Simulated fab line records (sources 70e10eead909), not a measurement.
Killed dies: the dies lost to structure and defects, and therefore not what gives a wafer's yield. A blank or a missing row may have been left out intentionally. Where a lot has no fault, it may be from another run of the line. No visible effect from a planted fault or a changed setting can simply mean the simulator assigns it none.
A lot that was struck, set against a sound lot | flow nand harc | 14 out of 1302 route steps
Sound: these wafers, L977.2, L977.4, L977.6. Struck: wafer L993.2. (L993.1, L993.3 of the same lot were not struck and are left out.) The cause comes at the end.
Each step with rows lists, per side, the tool, then ch with its chambers, then its first start. Under that, the readings that differ: sound wafers | struck wafers | difference of the means | sigmas: that difference in standard deviations of wafers without a fault.
alike: readings with means less than 2 such deviations apart, plus words and numbers identical on both sides. not compared: withheld readings, readings lacking a value on some wafer, bounds such as >300 that could conceal the same value, and numbers that have no deviation in the record and whose values overlap.
A row with sigmas, a row that says differs or no value, or rows on one side alone: a step with any of these is where the two part. Numbers that don't overlap but have no deviation are shown without sigmas and don't part them. Lack of a reading on every wafer of one side parts them only where that side has two or more wafers.

NHARC_A_WL_FILL_ALD_10: deposits SiO2, target thk 50 nm, pulse time 10 s, ald cycles 500.
  sound on ald hk-03 ch 1,2, day 21 09:16; struck on ald hk-02 ch 0, day 27 19:02
  alike: heater power w, precursor pulse height rel
  not compared: since wet clean h
NHARC_A_WL_FILL_ETCHBACK_16: etches the open film in C4F8/O2/Ar, target depth 120 nm, time 24 s.
  sound: rie diel-12 ch 0,1; struck: rie diel-05 ch 1
  alike: oes product au, rf vpp V
  not compared: rf hours counter h
then, 1 step without rows for these wafers: NHARC_A_WL_FILL_STRIP_29 (strips in O2, time 20 s).
NHARC_A_WL_FILL_ETCHBACK_17: etches the open film in Cl2/BCl3, target depth 4 nm, time 26.7 s.
  sound on rie metal-01 ch 0,1, day 21 14:05; struck on rie metal-01 ch 1, day 27 23:52
  alike: drypump motor current A, oes product au
  not compared: rf hours counter h
then, 3 steps without rows for these wafers: NHARC_A_WL_FILL_PRECLEAN_18 (cleans in dHF, time 30 s); NHARC_A_WL_FILL_SRD_21; NHARC_A_WL_FILL_CVD_23 (deposits poly-Si, target thk 40 nm, time 800 s).
NHARC_A_WL_FILL_ETCHBACK_26: etches the open film in HBr, target depth 52 nm, time 13.3 s.
  sound on rie si-01 ch 2,3, day 21 19:11; struck on rie si-01 ch 1, day 28 04:37
  alike: drypump motor current A, oes product au, throttle valve pct
  not compared: rf hours counter h
then, 2 steps without rows for these wafers: NHARC_A_WL_FILL_PRECLEAN_30 (cleans in dHF, time 10 s); NHARC_A_WL_FILL_SRD_14.
NHARC_A_WL_FILL_ALD_19: deposits TiN, target thk 2 nm, pulse time 3 s, ald cycles 100.
  sound on ald metal-02 ch 0,1, day 21 19:27; struck on ald metal-02 ch 3, day 28 04:54
  alike: heater power w, precursor pulse height rel
  not compared: since wet clean h
then, 1 step without rows for these wafers: NHARC_A_WL_FILL_CVD_20 (deposits W, target thk 100 nm, time 74 s).
NHARC_A_WL_FILL_CMP_12: polishes, t overpolish 30 s, target thk 100 nm.
  sound on cmp-01 ch 1,3, day 21 19:50; struck on cmp-02 ch 1, day 28 05:25
  reading                | sound          | struck | difference | sigmas
  time to endpoint s (s) | 18.6 16.7 15.2 | 8.9    | -7.9       | -3
  alike: motor current A, overpolish run s
-- break in the record here, with 3 days between the starts of the struck wafers on either side (left off in module A_WL_FILL, picked up again in module END, where the first step shown is number 1302 on the route) --
NHARC_END_SORT_01:
  sound on prober-02 ch 0, day 25 05:26; struck on prober-02 ch 0, day 31 12:52
  alike: killed at array, killed at other, killed at periphery, killed dies, killed open, killed short

WHERE THEY PART
Within this record, at NHARC_A_WL_FILL_CMP_12 only. Later steps at which nothing parts them and some readings are alike: NHARC_END_SORT_01.

WHY: the cause the simulator had injected
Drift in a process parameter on cmp-02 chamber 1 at NHARC_A_WL_FILL_CMP_12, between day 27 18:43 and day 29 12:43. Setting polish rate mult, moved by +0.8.
